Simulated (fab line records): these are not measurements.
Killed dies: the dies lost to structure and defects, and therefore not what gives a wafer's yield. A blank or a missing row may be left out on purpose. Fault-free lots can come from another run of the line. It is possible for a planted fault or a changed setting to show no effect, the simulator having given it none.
Which tool is to blame? -- flow nandHarc -- 12 lots with 36 wafers sampled at 5 steps, on a route of 1302 steps

## WHAT THE GAUGES READ, wafer by wafer
NHARC_P_CONTACT_OVL_MEAS_13. Usual: overlayXNm 0.0 nm, standard deviation 0.8; overlayYNm 0.0 nm, standard deviation 1.1.
lot,measured,on,overlayXNm (nm),overlayYNm (nm),flag
L170,day 6 17:09,overlay-02,-0.8 -0.6 -1.1,0.2 0.0 0.0,
L171,day 6 21:09,overlay-01,0.7 0.0 0.1,0.1 0.0 -0.4,
L172,day 7 10:26,overlay-01,0.5 1.0 1.3,-0.8 -1.3 -1.5,
L173,day 8 04:29,overlay-02,1.3 0.8 0.8,0.3 0.6 0.3,
L174,day 8 06:31,overlay-01,1.0 0.6 0.7,-0.4 -0.6 -0.2,
L175,day 8 17:53,overlay-01,0.1 -0.2 0.1,0.5 0.3 0.6,
L177,day 9 14:59,overlay-01,0.7 1.2 1.3,1.2 1.6 1.2,
L178,day 10 00:17,overlay-02,0.3 -0.9 -0.3,0.2 -0.1 -0.1,
L179,day 10 14:35,overlay-01,0.3 -0.8 0.2,-0.2 0.7 -0.4,
L182,day 11 21:44,overlay-01,-0.1 -0.3 -0.4,1.3 1.1 0.9,
L190,day 15 04:09,overlay-01,-1.2 -1.5 -2.1,-1.6 -0.6 -1.4,
L191,day 15 17:33,overlay-02,-0.9 -1.5 -1.4,-0.3 -0.4 -0.4,

NHARC_END_SORT_01. Usual: killedAtArray 51, standard deviation 18; killedAtOther 1.0, standard deviation 1.2; killedAtPeriphery 3.7, standard deviation 2.9; killedDies 55, standard deviation 19; killedOpen 3.5, standard deviation 1.9; killedShort 2.6, standard deviation 1.6.
lot,measured,on,killedAtArray,killedAtOther,killedAtPeriphery,killedDies,killedOpen,killedShort,flag
L171,day 25 10:13,prober-02,60 64 55,2 2 2,3 1 0,65 67 57,4 2 1,3 2 2,
L177,day 28 12:04,prober-01,67 64 81,1 1 1,2 3 2,70 68 84,4 4 2,1 2 4,
L182,day 30 12:57,prober-02,46 61 65,2 1 0,10 14 612,58 76 677,1 5 1,5 3 3,OFF

## EACH LOT AND THE TOOL THAT RAN IT (in order: tool; ch and the chambers of the sampled wafers; start)
lot,NHARC_P_CONTACT_ETCH_36,NHARC_P_CONTACT_PVD_32,NHARC_P_CONTACT_ALD_22
L170,"rieDiel-11 ch 0,2, day 6 19:13 or earlier","pvdSputter-03, day 6 19:13 or earlier","aldMetal-03 ch 1,2, day 6 19:13"
L171,"rieDiel-10 ch 0,2,3, day 6 23:06 or earlier","pvdSputter-02, day 6 23:06 or earlier","aldMetal-01 ch 0,2, day 6 23:06"
L172,"rieDiel-10 ch 0,1,2, day 7 12:26 or earlier","pvdSputter-03, day 7 12:26 or earlier","aldMetal-01 ch 0,1,2, day 7 12:26"
L173,"rieDiel-11 ch 2,3, day 8 06:34 or earlier","pvdSputter-01, day 8 06:34 or earlier","aldMetal-04 ch 2,3, day 8 06:34"
L174,"rieDiel-10 ch 0,3, day 8 08:30 or earlier","pvdSputter-01, day 8 08:30 or earlier","aldMetal-03 ch 0,1, day 8 08:30"
L175,"rieDiel-11 ch 0,3, day 8 18:18","pvdSputter-01, day 8 20:16 or earlier","aldMetal-03 ch 1,2, day 8 20:16"
L177,"rieDiel-11 ch 0,2, day 9 17:03 or earlier","pvdSputter-03, day 9 17:03 or earlier","aldMetal-04 ch 0,3, day 9 17:03"
L178,"rieDiel-12 ch 1,2,3, day 10 02:16 or earlier","pvdSputter-03, day 10 02:16 or earlier","aldMetal-04 ch 1,2,3, day 10 02:16"
L179,"rieDiel-12 ch 1,2,3, day 10 16:33 or earlier","pvdSputter-03, day 10 16:33 or earlier","aldMetal-04 ch 0,2,3, day 10 16:33"
L182,"rieDiel-10 ch 0,2, day 11 23:40 or earlier","pvdSputter-02, day 11 23:40 or earlier","aldMetal-04 ch 0,1,3, day 11 23:40"
L190,"rieDiel-12 ch 2,3, day 15 06:16 or earlier","pvdSputter-01, day 15 06:16 or earlier","aldMetal-01 ch 0,2,3, day 15 06:16"
L191,"rieDiel-12 ch 2,3, day 15 19:28 or earlier","pvdSputter-01, day 15 19:28 or earlier","aldMetal-03 ch 0,2,3, day 15 19:28"
- NHARC_P_CONTACT_ETCH_36: etches the open film in N2/H2, target depth 260 nm, time 406.25 s.
- NHARC_P_CONTACT_PVD_32: deposits Ti, target thk 5 nm, time 17.7 s.
- NHARC_P_CONTACT_ALD_22: deposits TiN, target thk 3 nm, pulse time 1 s, ald cycles 150.

## AS READ BY THE TOOLS THEMSELVES (means over the sampled wafers that have a number; for cases with no such wafer, the mark the record gives instead)
NHARC_P_CONTACT_ETCH_36. Usual: drypumpMotorCurrentA 5.8 A, standard deviation 0.4; oesProductAu 1.000 a.u., standard deviation 0.011; rfVppV 431.8 V, standard deviation 2.6; showerheadPlenumPTorr 2.09 Torr, standard deviation 0.09; throttleValvePct 14.172 %, standard deviation 0.01.
lot,tool,drypumpMotorCurrentA (A),oesProductAu (a.u.),rfVppV (V),showerheadPlenumPTorr (Torr),throttleValvePct (%),flag
L170,rieDiel-11,5.9,1.014,434.8,2.18,14.174,
L171,rieDiel-10,5.5,0.994,430.0,2.04,14.179,
L172,rieDiel-10,5.7,0.993,431.3,2.05,14.167,
L173,rieDiel-11,5.6,0.995,434.1,2.18,14.180,
L174,rieDiel-10,5.9,0.997,429.3,2.01,14.172,
L175,rieDiel-11,6.1,1.007,434.2,2.19,14.173,
L177,rieDiel-11,5.9,1.002,434.1,2.18,14.163,
L178,rieDiel-12,5.6,1.001,431.0,2.06,14.173,
L179,rieDiel-12,5.6,1.003,431.1,2.06,14.172,
L182,rieDiel-10,5.8,1.006,429.3,2.00,14.171,
L190,rieDiel-12,5.8,0.994,430.1,2.03,14.174,
L191,rieDiel-12,5.7,0.996,428.7,2.00,14.173,

NHARC_P_CONTACT_PVD_32. Usual: throttleValvePct at 29.6 %, with a standard deviation of 0.95.
lot,tool,throttleValvePct (%),flag
L170,pvdSputter-03,30.0,
L171,pvdSputter-02,31.3,
L172,pvdSputter-03,30.4,
L173,pvdSputter-01,29.0,
L174,pvdSputter-01,29.1,
L175,pvdSputter-01,29.1,
L177,pvdSputter-03,30.6,
L178,pvdSputter-03,30.3,
L179,pvdSputter-03,30.9,
L182,pvdSputter-02,30.6,
L190,pvdSputter-01,28.7,
L191,pvdSputter-01,28.7,

NHARC_P_CONTACT_ALD_22. Usual: heaterPowerW 1065 W, standard deviation 110; precursorPulseHeightRel 0.997, standard deviation 0.022.
lot,tool,heaterPowerW (W),precursorPulseHeightRel,flag
L170,aldMetal-03,1138,1.008,
L171,aldMetal-01,1075,1.013,
L172,aldMetal-01,1115,1.015,
L173,aldMetal-04,952,1.010,
L174,aldMetal-03,999,0.989,
L175,aldMetal-03,1130,1.026,
L177,aldMetal-04,995,1.012,
L178,aldMetal-04,1032,0.996,
L179,aldMetal-04,991,0.980,
L182,aldMetal-04,1056,0.994,
L190,aldMetal-01,1185,0.994,
L191,aldMetal-03,1040,0.991,

## THE ANSWER, worked out from the rows above alone
Rule: take the mean of a lot's wafers that have a number; if it is more than 3 standard deviations from the usual mean, the lot is off. A lot without any number at a reading at which 4 lots or more have one is off too. Where the step has rows for the other lots, those lots are counted as sound. Order of review: gauges by route order, followed by the tools' own readings, for which a lot's mean as printed above is used. The first step at which some lot is off is used, and at that step the reading that is off furthest; a lot without a number counts as furthest.
Off: L182, at NHARC_END_SORT_01 (killedAtPeriphery). Neither off nor sound, because the step has no rows for them: L170, L172, L173, L174, L175, L178, L179, L190, L191.
A tool fits if, at a process step before that reading, it ran every lot that is off, and no sound lot after the first of them. Those tools and the gauges at NHARC_END_SORT_01 are tried in the same way. Because NHARC_P_CONTACT_ETCH_36 lacks a start for some lots, the hours and order of its lots are taken from NHARC_P_CONTACT_ALD_22. Because NHARC_P_CONTACT_PVD_32 lacks a start for some lots, the hours and order of its lots are taken from NHARC_P_CONTACT_ALD_22. Can't be told from this: 4 tools fit, rieDiel-10 at NHARC_P_CONTACT_ETCH_36, pvdSputter-02 at NHARC_P_CONTACT_PVD_32, aldMetal-04 at NHARC_P_CONTACT_ALD_22, prober-02 at NHARC_END_SORT_01.

## WHAT THE SIMULATOR PUT IN
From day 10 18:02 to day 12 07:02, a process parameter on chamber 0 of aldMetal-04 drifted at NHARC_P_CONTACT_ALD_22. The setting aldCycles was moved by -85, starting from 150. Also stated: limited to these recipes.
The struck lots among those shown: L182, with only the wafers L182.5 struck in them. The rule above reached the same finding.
